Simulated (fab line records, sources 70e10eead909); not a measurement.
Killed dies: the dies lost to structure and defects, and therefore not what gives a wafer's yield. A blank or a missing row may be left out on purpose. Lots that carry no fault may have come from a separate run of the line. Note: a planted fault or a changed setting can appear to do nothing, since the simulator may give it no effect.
fab line records | flow nand-harc
[record] lots = 12 | wafers = 36 | last-day = 33
route steps=1302 shown P_BONDPAD@367 A_ZERO_WELL@405 A_ONON_D1@424 END@1302
lots that met no fault: taken from a fault-free run of the same line
start-h: hours from the record's first day to the start of the lot's first wafer shown | wait-h: hours since the lot's step before | " as in the row above | L1.1+2: a row that stands for several wafers | - value missing, or start not given | * or withheld: withheld | < > ~ a bound
route shown NAME@n: NAME is a module with steps in the file, n the number in the route of the first one | usual: the fault-free wafers' mean and standard deviation | same: alike in all rows | chamber/n: place in a boat | sites: per-site readings | _std_site: standard deviation across them | _edge_site: outer sites' mean less inner sites' | radius-mm: for every site, how far away it sits from the centre of the wafer | mask NAME#n: copy n | behind: the most recent tool/chamber to have shaped the wafer | hold: the reason the lot was held/the length of the hold in hours/how it ended | device: whichever transistor did not switch (one of n, p or np) | end of line: tests run on the same wafers once the route is complete | a step with no rows: only its recipe | killed: count of dies lost to structure and defects at first sort (not the wafer's yield) | map: per-die view of a wafer (x killed, . not killed, _ where there is no die)
set.NAME: the setting the step ran with; set.NAME@STEP: the setting that earlier step ran with | model.NAME: the simulator's own value behind a step, which no gauge read
steps of the route over a sample of lots; a table a step, a row a wafer
services: a tool's chamber out of use, with start hour (start-h, from the record's first day; less than 0 if before it), hours out, and reason
[[steps]]
[step NHARC_P_BONDPAD_DESCUM_11]
[recipe] time-s = 3 | o2-flow-sccm = 200 | ar-flow-sccm = 0 | bias-power-w = 0 | chemistry = O2
[usual] drypump-motor-current-A = 5.6/0.55 | oes-product-au = 1.005/0.012 | rf-vpp-V = 57.8/0.95 | showerhead-plenum-p-Torr = 1.93/0.078 | throttle-valve-pct = 11.311/0.009
lot.wafer | tool        | chamber | start-h | wait-h | drypump-motor-current-A | oes-product-au | rf-hours-counter-h | rf-vpp-V | showerhead-plenum-p-Torr | throttle-valve-pct
L881.3    | rie-diel-02 | 3       | 133.43  | -      | 6.2                     | 1.008          | 1.9                | 56.5     | 1.78                     | 11.309
L881.5    | "           | 2       | "       | "      | 4.9                     | 1.006          | -                  | 58.0     | 1.88                     | 11.323
L881.6    | "           | 3       | "       | "      | 6.2                     | 1.019          | -                  | 57.6     | 1.78                     | 11.314
L883.3    | rie-diel-02 | 0       | 153.50  | -      | 5.2                     | 0.987          | 3.0                | 58.6     | 1.82                     | 11.309
L883.1    | "           | 1       | "       | "      | 6.6                     | 0.971          | 3.0                | 59.8     | 1.97                     | 11.313
L883.6    | "           | 0       | "       | "      | 5.2                     | 0.995          | -                  | 57.8     | 1.82                     | 11.319
L884.2    | rie-diel-02 | 3       | 169.80  | -      | 6.3                     | 1.008          | 2.8                | 56.7     | 1.78                     | 11.304
L884.4    | "           | 1       | "       | "      | 6.7                     | 0.959          | 3.1                | 57.4     | 1.97                     | 11.340
L884.6    | "           | 2       | "       | "      | 4.9                     | 1.009          | -                  | 57.4     | 1.88                     | 11.294
L887.3    | rie-diel-10 | 3       | 201.16  | -      | 5.0                     | 1.018          | 8.0                | 59.4     | 2.00                     | 11.303
L887.2    | "           | 1       | "       | "      | 5.7                     | 1.007          | 7.1                | 58.1     | 2.00                     | 11.320
L887.5    | "           | 2       | "       | "      | 6.0                     | 1.010          | -                  | 57.9     | 1.92                     | 11.318
L890.2    | rie-diel-10 | 1       | 232.02  | -      | 5.7                     | 1.009          | 8.3                | 59.9     | 2.00                     | 11.318
L890.1    | "           | 2       | "       | "      | 6.1                     | 0.996          | 9.3                | 56.1     | 1.92                     | 11.324
L890.4    | "           | 3       | "       | "      | 5.0                     | 1.004          | 9.1                | 58.3     | 2.00                     | 11.307
L891.3    | rie-diel-01 | 2       | 235.28  | -      | 5.9                     | 1.005          | 1.0                | 57.2     | 1.86                     | 11.295
L891.2    | "           | 3       | "       | "      | 5.9                     | 1.022          | 1.0                | 59.1     | 1.80                     | 11.326
L891.6    | "           | 2       | "       | "      | 5.9                     | 1.008          | -                  | 58.2     | 1.86                     | 11.316
L892.1    | rie-diel-02 | 1       | 244.38  | -      | 6.6                     | 0.989          | 0.7                | 59.4     | 1.97                     | 11.293
L892.3    | "           | 3       | "       | "      | 6.2                     | 1.004          | 0.9                | 55.9     | 1.78                     | 11.310
L892.6    | "           | 2       | "       | "      | 4.9                     | 1.004          | -                  | 56.8     | 1.87                     | 11.304
L900.3    | rie-diel-10 | 2       | 323.40  | -      | 6.1                     | 0.999          | 4.2                | 57.1     | 1.92                     | 11.309
L900.1    | "           | 3       | "       | "      | 5.0                     | 1.007          | 4.5                | 57.8     | 2.00                     | 11.311
L900.5    | "           | 2       | "       | "      | 6.1                     | 1.013          | -                  | 57.6     | 1.92                     | 11.301
L899.4    | rie-diel-01 | 0       | 323.69  | -      | 6.2                     | 1.007          | 4.2                | 58.0     | 2.01                     | 11.299
L899.2    | "           | 1       | "       | "      | 5.2                     | 1.004          | 4.1                | 59.8     | 2.05                     | 11.314
L899.6    | "           | 1       | "       | "      | 5.2                     | 1.018          | -                  | 57.7     | 2.05                     | 11.319
L902.3    | rie-diel-10 | 3       | 351.46  | -      | 5.0                     | 1.009          | 5.5                | 59.3     | 2.00                     | 11.305
L902.2    | "           | 1       | "       | "      | 5.6                     | 1.013          | 6.0                | 59.6     | 2.00                     | 11.320
L902.6    | "           | 0       | "       | "      | 4.9                     | 1.006          | -                  | 56.9     | 1.90                     | 11.334
L903.2    | rie-diel-10 | 3       | 355.92  | -      | 5.0                     | 1.008          | 5.6                | 56.8     | 2.00                     | 11.317
L903.1    | "           | 0       | "       | "      | 4.9                     | 1.023          | 6.4                | 58.2     | 1.90                     | 11.291
L903.4    | "           | 2       | "       | "      | 6.1                     | 1.005          | 5.5                | 60.0     | 1.92                     | 11.293
L904.4    | rie-diel-02 | 3       | 357.11  | -      | 6.2                     | 1.016          | -                  | 55.4     | 1.78                     | 11.318
L904.6    | "           | 1       | "       | "      | 6.6                     | 0.998          | -                  | 58.5     | 1.97                     | 11.334
L904.5    | "           | 2       | "       | "      | 4.9                     | 1.008          | -                  | 57.4     | 1.87                     | 11.306
[step NHARC_P_BONDPAD_STRIP_15]
[recipe] o2-flow-sccm = 500 | ar-flow-sccm = 0 | bias-w = 0 | chemistry = O2
[usual] drypump-motor-current-A = 5.7/0.57 | oes-product-au = 1.004/0.016 | rf-vpp-V = 57.6/0.95 | showerhead-plenum-p-Torr = 3.52/0.16 | throttle-valve-pct = 17.035/0.0091
lot.wafer | tool        | chamber | start-h | wait-h | drypump-motor-current-A | oes-product-au | rf-hours-counter-h | rf-vpp-V | showerhead-plenum-p-Torr | throttle-valve-pct
L881.3    | rie-diel-10 | 0       | 133.85  | 0.1    | 4.9                     | 0.990          | 3.1                | 56.8     | 3.51                     | 17.044
L881.5    | "           | 2       | "       | "      | 6.1                     | 1.021          | -                  | 55.8     | 3.55                     | 17.034
L881.6    | "           | 3       | "       | "      | 5.0                     | 1.010          | -                  | 56.8     | 3.68                     | 17.029
L883.1    | rie-diel-02 | 2       | 153.88  | 0.1    | 5.0                     | 1.012          | 2.9                | 58.2     | 3.46                     | 17.040
L883.3    | "           | 3       | "       | "      | 6.2                     | 1.022          | 2.6                | 58.0     | 3.31                     | 17.035
L883.6    | "           | 2       | "       | "      | 5.0                     | 0.998          | -                  | 58.8     | 3.46                     | 17.042
L884.4    | rie-diel-10 | 2       | 170.18  | 0.1    | 6.1                     | 1.019          | 6.6                | 58.6     | 3.55                     | 17.019
L884.2    | "           | 1       | "       | "      | 5.7                     | 0.992          | 6.3                | 57.5     | 3.68                     | 17.047
L884.6    | "           | 2       | "       | "      | 6.1                     | 1.018          | -                  | 56.3     | 3.55                     | 17.021
L887.2    | rie-diel-02 | 1       | 201.56  | 0.1    | 6.7                     | 0.968          | 3.7                | 58.4     | 3.63                     | 17.032
L887.3    | "           | 2       | "       | "      | 4.9                     | 1.010          | 3.7                | 59.6     | 3.46                     | 17.036
L887.5    | "           | 2       | "       | "      | 4.9                     | 1.016          | -                  | 58.0     | 3.46                     | 17.026
L890.2    | rie-diel-01 | 2       | 232.40  | 0.1    | 5.9                     | 0.996          | 0.9                | 59.1     | 3.44                     | 17.025
L890.4    | "           | 3       | "       | "      | 5.9                     | 1.029          | 0.9                | 57.1     | 3.33                     | 17.047
L890.1    | "           | 1       | "       | "      | 5.3                     | 1.023          | 1.3                | 59.8     | 3.77                     | 17.035
L891.3    | rie-diel-02 | 3       | 235.69  | 0.1    | 6.2                     | 0.996          | 0.6                | 56.8     | 3.30                     | 17.046
L891.2    | "           | 0       | "       | "      | 5.2                     | 0.974          | 0.4                | 56.6     | 3.37                     | 17.031
L891.6    | "           | 1       | "       | "      | 6.7                     | 0.989          | -                  | 57.8     | 3.63                     | 17.045
L892.3    | rie-diel-01 | 0       | 244.79  | 0.1    | 6.2                     | 1.015          | 1.6                | 58.4     | 3.71                     | 17.027
L892.1    | "           | 1       | "       | "      | 5.2                     | 1.033          | 1.6                | 58.0     | 3.77                     | 17.039
L892.6    | "           | 3       | "       | "      | 5.9                     | 1.015          | -                  | 58.5     | 3.33                     | 17.032
L900.3    | rie-diel-02 | 1       | 323.84  | 0.1    | 6.7                     | 0.999          | 3.2                | 58.5     | 3.63                     | 17.044
L900.1    | "           | 3       | "       | "      | 6.3                     | 1.008          | 2.9                | 56.4     | 3.30                     | 17.035
L900.5    | "           | 1       | "       | "      | 6.7                     | 0.991          | -                  | 59.0     | 3.63                     | 17.036
L899.2    | rie-diel-10 | 2       | 324.10  | 0.1    | 6.1                     | 1.001          | 4.3                | 57.6     | 3.54                     | 17.028
L899.6    | "           | 0       | "       | "      | 4.9                     | 1.006          | -                  | 57.1     | 3.50                     | 17.039
L899.4    | "           | 2       | "       | "      | 6.1                     | 1.022          | -                  | 59.1     | 3.54                     | 17.031
L902.2    | rie-diel-01 | 3       | 351.85  | 0.1    | 5.9                     | 1.017          | 5.3                | 55.8     | 3.33                     | 17.028
L902.3    | "           | 1       | "       | "      | 5.2                     | 1.025          | 6.3                | 58.3     | 3.77                     | 17.034
L902.6    | "           | 3       | "       | "      | 5.9                     | 1.015          | -                  | 55.2     | 3.33                     | 17.058
L903.4    | rie-diel-02 | 2       | 356.31  | 0.1    | 5.0                     | 1.005          | 4.1                | 56.9     | 3.46                     | 17.015
L903.1    | "           | 3       | "       | "      | 6.2                     | 1.014          | 3.7                | 56.6     | 3.30                     | 17.040
L903.2    | "           | 1       | "       | "      | 6.6                     | 0.998          | 3.8                | 59.6     | 3.63                     | 17.037
L904.4    | rie-diel-01 | 1       | 357.52  | 0.1    | 5.3                     | 1.028          | 6.4                | 57.9     | 3.77                     | 17.028
L904.6    | "           | 1       | "       | "      | 5.3                     | 1.018          | -                  | 57.9     | 3.77                     | 17.040
L904.5    | "           | 2       | "       | "      | 5.8                     | 0.993          | -                  | 56.4     | 3.44                     | 17.024
[step NHARC_A_ZERO_WELL_ETCH_13]
[recipe] target-depth-a = 1200 | time-s = 40.1 | hbr-flow-sccm = 150 | cl2-flow-sccm = 50 | rf-w = 400 | icp-w = 400 | bias-w = 100 | chemistry = HBr/Cl2
[usual] drypump-motor-current-A = 6.0/0.32 | hbr-flow-sccm = 150.0/0.47 | oes-product-au = 1.001/0.015 | rf-fwd-power-W = 395.6/2.2 | throttle-valve-pct = 26.406/0.0099
lot.wafer | tool      | chamber | start-h | wait-h | drypump-motor-current-A | hbr-flow-sccm | oes-product-au | rf-fwd-power-W | rf-hours-counter-h | throttle-valve-pct
L881.3    | rie-si-02 | 3       | 137.59  | -      | 6.2                     | 150.2         | 1.002          | 393.1          | 0.18               | 26.419
L881.5    | "         | 1       | "       | "      | 5.5                     | 150.4         | 0.981          | 390.5          | -                  | 26.411
L881.6    | "         | 2       | "       | "      | 5.9                     | 149.5         | 1.012          | 395.3          | -                  | 26.430
L883.3    | rie-si-05 | 2       | 157.70  | -      | 6.5                     | 149.9         | 0.997          | 396.3          | 0.18               | 26.412
L883.1    | "         | 1       | "       | "      | 6.2                     | 150.2         | 0.981          | 394.5          | 0.16               | 26.422
L883.6    | "         | 3       | "       | "      | 6.1                     | 149.8         | 1.019          | 400.6          | -                  | 26.406
L884.4    | rie-si-05 | 2       | 174.03  | -      | 6.5                     | 150.9         | 1.012          | 398.6          | 0.31               | 26.395
L884.2    | "         | 3       | "       | "      | 6.2                     | 150.1         | 1.017          | 398.4          | 0.30               | 26.403
L884.6    | "         | 1       | "       | "      | 6.3                     | 149.6         | 0.994          | 397.3          | -                  | 26.408
L887.3    | rie-si-02 | 0       | 205.56  | -      | 6.0                     | 149.8         | 1.013          | 393.9          | 0.68               | 26.414
L887.2    | "         | 1       | "       | "      | 5.5                     | 149.9         | 0.968          | 391.9          | 0.55               | 26.391
L887.5    | "         | 2       | "       | "      | 5.9                     | 150.9         | 1.027          | 396.0          | -                  | 26.399
L890.1    | rie-si-03 | 3       | 236.31  | -      | 5.4                     | 150.2         | 0.997          | 396.0          | 0.12               | 26.394
L890.2    | "         | 0       | "       | "      | 5.5                     | 150.2         | 1.001          | 398.9          | 0.12               | 26.404
L890.4    | "         | 3       | "       | "      | 5.4                     | 149.8         | 0.996          | 396.2          | -                  | 26.402
L891.3    | rie-si-03 | 1       | 239.55  | -      | 5.6                     | 150.3         | 1.005          | 394.1          | 0.17               | 26.405
L891.2    | "         | 3       | "       | "      | 5.4                     | 150.2         | 0.976          | 396.2          | 0.17               | 26.402
L891.6    | "         | 3       | "       | "      | 5.4                     | 149.6         | 0.983          | 395.5          | -                  | 26.422
L892.1    | rie-si-05 | 2       | 248.59  | -      | 6.5                     | 150.5         | 1.001          | 395.7          | 0.76               | 26.410
L892.3    | "         | 0       | "       | "      | 6.1                     | 150.9         | 0.987          | 396.0          | 0.71               | 26.406
L892.6    | "         | 1       | "       | "      | 6.3                     | 149.9         | 0.977          | 395.4          | -                  | 26.406
L900.1    | rie-si-05 | 3       | 327.66  | -      | 6.1                     | 149.7         | 1.015          | 397.6          | 0.12               | 26.409
L900.3    | "         | 2       | "       | "      | 6.5                     | 150.2         | 0.999          | 396.7          | 0.10               | 26.397
L900.5    | "         | 3       | "       | "      | 6.1                     | 149.6         | 1.015          | 398.7          | -                  | 26.396
L899.2    | rie-si-02 | 2       | 328.00  | -      | 5.9                     | 149.9         | 1.026          | 395.2          | 0.37               | 26.391
L899.4    | "         | 3       | "       | "      | 6.2                     | 149.8         | 0.979          | 394.2          | 0.33               | 26.398
L899.6    | "         | 2       | "       | "      | 5.9                     | 150.3         | 1.029          | 396.2          | -                  | 26.406
L902.2    | rie-si-02 | 0       | 355.71  | -      | 6.0                     | 149.3         | 1.019          | 394.4          | 0.40               | 26.395
L902.3    | "         | 1       | "       | "      | 5.5                     | 149.5         | 0.999          | 392.5          | 0.47               | 26.404
L902.6    | "         | 3       | "       | "      | 6.1                     | 149.7         | 0.980          | 394.0          | -                  | 26.403
L903.1    | rie-si-02 | 2       | 360.19  | -      | 6.0                     | 150.1         | 1.024          | 394.5          | 0.59               | 26.393
L903.2    | "         | 3       | "       | "      | 6.2                     | 150.3         | 0.984          | 393.2          | 0.54               | 26.416
L903.4    | "         | 2       | "       | "      | 6.0                     | 149.4         | 1.022          | 395.8          | -                  | 26.404
L904.4    | rie-si-05 | 3       | 361.39  | -      | 6.1                     | 148.9         | 1.033          | 396.8          | 0.34               | 26.389
L904.5    | "         | 0       | "       | "      | 6.1                     | 150.9         | 0.989          | 397.6          | -                  | 26.410
L904.6    | "         | 1       | "       | "      | 6.3                     | 149.9         | 0.992          | 397.8          | -                  | 26.407
[step NHARC_A_ONON_D1_DEP_00]
[recipe] target-thk-a = 10000 | n2-flow-sccm = 2750 | n2o-flow-sccm = 2000 | nh3-flow-sccm = 500 | sih4-flow-sccm = 210 | temp-c = 400
[usual] n2-flow-sccm = 2750/8.4 | n2o-flow-sccm = 2000/5
lot.wafer | tool          | chamber | start-h | wait-h | n2-flow-sccm | n2o-flow-sccm
L881.3    | pecvd-onon-03 | 0       | 160.38  | 0.2    | 2752         | 2003
L881.5    | "             | 0       | "       | "      | 2755         | 1995
L881.6    | "             | 0       | "       | "      | 2758         | 2003
L883.1    | pecvd-onon-03 | 0       | 179.27  | 0.1    | 2743         | 2001
L883.3    | "             | 0       | "       | "      | 2759         | 1993
L883.6    | "             | 0       | "       | "      | 2743         | 1994
L884.2    | pecvd-onon-03 | 0       | 196.68  | 0.1    | 2745         | 1997
L884.4    | "             | 0       | "       | "      | 2750         | 1998
L884.6    | "             | 0       | "       | "      | 2764         | 1995
L887.2    | pecvd-onon-03 | 0       | 226.13  | 0.1    | 2766         | 1992
L887.3    | "             | 0       | "       | "      | 2753         | 1999
L887.5    | "             | 0       | "       | "      | 2775         | 1998
L890.1    | pecvd-onon-03 | -       | 260.72  | 0.1    | -            | -
L890.2    | "             | -       | "       | "      | -            | -
L890.4    | "             | -       | "       | "      | -            | -
L891.2    | pecvd-onon-01 | -       | 260.78  | 0.1    | -            | -
L891.3    | "             | -       | "       | "      | -            | -
L891.6    | "             | -       | "       | "      | -            | -
L892.1    | pecvd-onon-03 | -       | 270.16  | 0.1    | -            | -
L892.3    | "             | -       | "       | "      | -            | -
L892.6    | "             | -       | "       | "      | -            | -
L900.1    | pecvd-onon-03 | 0       | 349.19  | 0.1    | 2759         | 2003
L900.3    | "             | 0       | "       | "      | 2750         | 2002
L900.5    | "             | 0       | "       | "      | 2745         | 2008
L899.2    | pecvd-onon-02 | 0       | 349.25  | 0.1    | 2746         | 1992
L899.4    | "             | 0       | "       | "      | 2752         | 1997
L899.6    | "             | 0       | "       | "      | 2761         | 1993
L902.2    | pecvd-onon-03 | 0       | 377.30  | 0.1    | 2756         | 2002
L902.3    | "             | 0       | "       | "      | 2757         | 2005
L902.6    | "             | 0       | "       | "      | 2751         | 1995
L903.1    | pecvd-onon-01 | 0       | 381.65  | 0.1    | 2756         | 2000
L903.2    | "             | 0       | "       | "      | 2745         | 2009
L903.4    | "             | 0       | "       | "      | 2747         | 1999
L904.4    | pecvd-onon-03 | 0       | 381.82  | 0.2    | 2740         | 1994
L904.5    | "             | 0       | "       | "      | 2733         | 2001
L904.6    | "             | 0       | "       | "      | 2739         | 1995
[step NHARC_END_SORT_01]
[recipe] temp-c = 25
[usual] killed-at-array = 52/19 | killed-at-other = 1.0/1.2 | killed-at-periphery = 4.1/2.8 | killed-dies = 57/19 | killed-open = 3.1/1.7 | killed-short = 2.5/1.5
[same] gross-dies = 677
lot.wafer | tool      | chamber | start-h | wait-h | killed-at-array | killed-at-other | killed-at-periphery | killed-dies | killed-open | killed-short
L891.2    | prober-02 | 0       | 662.86  | 2.8    | 670             | 4               | 3                   | 677         | 2           | 2
L891.3    | prober-02 | 0       | 663.65  | 3.1    | 666             | 2               | 9                   | 677         | 5           | 4
L891.6    | prober-02 | 0       | 666.02  | 4.0    | 674             | 2               | 1                   | 677         | 6           | 0
L890.1    | prober-01 | 0       | 666.72  | 2.5    | 672             | 0               | 5                   | 677         | 4           | 4
L890.2    | prober-01 | 0       | 667.51  | 2.8    | 671             | 0               | 6                   | 677         | 3           | 4
L890.4    | prober-01 | 0       | 669.10  | 3.4    | 675             | 1               | 1                   | 677         | 3           | 2
L892.1    | prober-02 | 0       | 674.91  | 2.5    | 668             | 1               | 8                   | 677         | 1           | 1
L892.3    | prober-02 | 0       | 676.53  | 3.1    | 671             | 2               | 4                   | 677         | 2           | 1
L892.6    | prober-02 | 0       | 678.95  | 4.0    | 668             | 0               | 9                   | 677         | 1           | 1
// killed by level:class
L891.2 A_ONON_D1:area-dep=639 A_SLIT:chamber-film-flake=18 A_CHANNEL_HOLE_D1:chamber-film-flake=5 THIN_TSV:chamber-film-flake=4 A_CONTACT:chamber-film-flake=3 P_M0:geometric-particle:short=1 A_CHANNEL_FILL_D1:geometric-particle:short=1 A_DECK1_JOINT:geometric-particle:open=1
L891.3 A_ONON_D1:area-dep=619 A_CHANNEL_HOLE_D2:chamber-film-flake=23 A_SLIT:chamber-film-flake=7 P_GATE:chamber-film-flake=5 A_CONTACT:chamber-film-flake=4 A_ONON_D2:geometric-particle:open=3 A_CHANNEL_HOLE_D1:chamber-film-flake=3 P_STI:chamber-film-flake=2
L891.6 A_ONON_D1:area-dep=620 A_SLIT:chamber-film-flake=23 A_CHANNEL_HOLE_D2:chamber-film-flake=10 A_CHANNEL_HOLE_D1:chamber-film-flake=8 A_ZERO_WELL:chamber-film-flake=4 A_CONTACT:chamber-film-flake=3 A_DECK1_JOINT:geometric-particle:open=2 THIN_TSV:chamber-film-flake=2
L890.1 A_ONON_D1:area-dep=648 A_CHANNEL_HOLE_D1:chamber-film-flake=4 A_CONTACT:chamber-film-flake=4 A_CHANNEL_HOLE_D2:chamber-film-flake=3 A_WL_FILL:geometric-particle:short=2 A_BLC:geometric-particle:open=2 P_STI:chamber-film-flake=2 P_GATE:chamber-film-flake=2
L890.2 A_ONON_D1:area-dep=642 A_CHANNEL_HOLE_D1:chamber-film-flake=12 A_CHANNEL_HOLE_D2:chamber-film-flake=4 A_CONTACT:chamber-film-flake=4 P_CONTACT:geometric-particle:open=2 P_CONTACT:geometric-particle:short=1 P_M1:geometric-particle:short=1 A_ONON_D1:geometric-particle:short=1
L890.4 A_ONON_D1:area-dep=656 A_CHANNEL_HOLE_D1:chamber-film-flake=10 A_CONTACT:chamber-film-flake=3 P_M2:geometric-particle:open=1 A_SOURCE_PLATE:geometric-particle:open=1 A_CHANNEL_HOLE_D1:geometric-particle:short=1 A_CHANNEL_FILL_D2:geometric-particle:short=1 A_CHANNEL_FILL_D2:geometric-particle:open=1
L892.1 A_ONON_D1:area-dep=613 A_SLIT:chamber-film-flake=16 A_CHANNEL_HOLE_D2:chamber-film-flake=13 A_CHANNEL_HOLE_D1:chamber-film-flake=10 A_CONTACT:chamber-film-flake=7 A_STAIRCASE:chamber-film-flake=6 P_CONTACT:chamber-film-flake=4 P_ZERO_WELL:chamber-film-flake=3
L892.3 A_ONON_D1:area-dep=612 A_SLIT:chamber-film-flake=33 A_CHANNEL_HOLE_D1:chamber-film-flake=8 A_CHANNEL_HOLE_D2:chamber-film-flake=5 A_STAIRCASE:chamber-film-flake=5 A_CONTACT:chamber-film-flake=3 P_CONTACT:chamber-film-flake=2 A_CHANNEL_HOLE_D2:unspecified=2
L892.6 A_ONON_D1:area-dep=628 A_SLIT:chamber-film-flake=13 A_CHANNEL_HOLE_D1:chamber-film-flake=11 P_CONTACT:chamber-film-flake=6 A_STAIRCASE:chamber-film-flake=6 A_CHANNEL_HOLE_D2:chamber-film-flake=4 A_CONTACT:chamber-film-flake=3 P_M0:geometric-particle:open=1
[[services]]
tool          | chamber | start-h | hours | kind
rie-si-05     | -       | 128.00  | 9.0   | pm
rie-diel-10   | 1       | 144.07  | 1.7   | repair
rie-diel-02   | 1       | 172.77  | 5.8   | repair
rie-diel-01   | 0       | 185.15  | 2.8   | repair
rie-diel-10   | 1       | 186.43  | 8.2   | repair
rie-si-05     | 3       | 191.97  | 6.8   | repair
rie-diel-02   | 0       | 193.02  | 16.8  | repair
rie-diel-01   | -       | 203.80  | 9.0   | pm
rie-diel-10   | 0       | 206.15  | 3.0   | repair
rie-diel-02   | -       | 207.39  | 1.0   | repair
rie-si-02     | -       | 215.62  | 2.8   | repair
rie-diel-02   | -       | 216.70  | 9.0   | pm
pecvd-onon-03 | -       | 227.19  | 13.0  | pm
rie-si-05     | -       | 228.67  | 2.8   | repair
rie-diel-10   | -       | 242.57  | 9.0   | pm
rie-diel-02   | 0       | 255.60  | 7.1   | repair
rie-si-02     | -       | 277.00  | 9.0   | pm
rie-diel-01   | 2       | 294.55  | 8.8   | repair
rie-si-05     | 2       | 295.16  | 3.1   | repair
rie-diel-01   | -       | 307.05  | 0.8   | repair
rie-diel-10   | 1       | 321.33  | 4.5   | repair
rie-diel-02   | 2       | 374.56  | 2.3   | repair
rie-diel-02   | 3       | 379.34  | 8.6   | repair
rie-diel-01   | -       | 380.80  | 9.0   | pm
[[key]]
[first-sign] step = NHARC_A_ONON_D1_DEP_00 | reading = tool-record | direction = missing
[effect] step = NHARC_END_SORT_01 | reading = killed-dies | direction = up | sigmas = 33 | usual = 57 | struck = 677
[more-kills-born-at] NHARC_A_ONON_D1_DEP_00@pecvd-onon-03 = 3799 | NHARC_A_ONON_D1_DEP_00@pecvd-onon-01 = 1878
met-at NHARC_A_ONON_D1_DEP_00
struck-lots L890,L891,L892
later-rows-left-out L890.1,L890.2,L890.4,L891.2,L891.3,L891.6,L892.1,L892.3,L892.6
tester-left-out L890,L891,L892
not-acting-at NHARC_P_BONDPAD_DESCUM_11,NHARC_P_BONDPAD_STRIP_15,NHARC_A_ZERO_WELL_ETCH_13
onset-between 226.13 260.72
[fault] kind = skipped-step-whole | tool = pecvd-onon-01,pecvd-onon-03 | chamber = - | onset-h = 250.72 | steps = NHARC_A_ONON_D1_DEP_00 | scope = struck-lots-only
// tester-left-out: of these lots the tester's yield and bins aren't shown, on N5 and GAA mostly nor the transistor test; their killed dies are dies lost to structure and defects alone, not to doping, threshold or leakage, so they don't give the yield
// later-rows-left-out: the simulator's readings of these wafers behind a module that went badly wrong aren't trusted and aren't shown, but for the sort
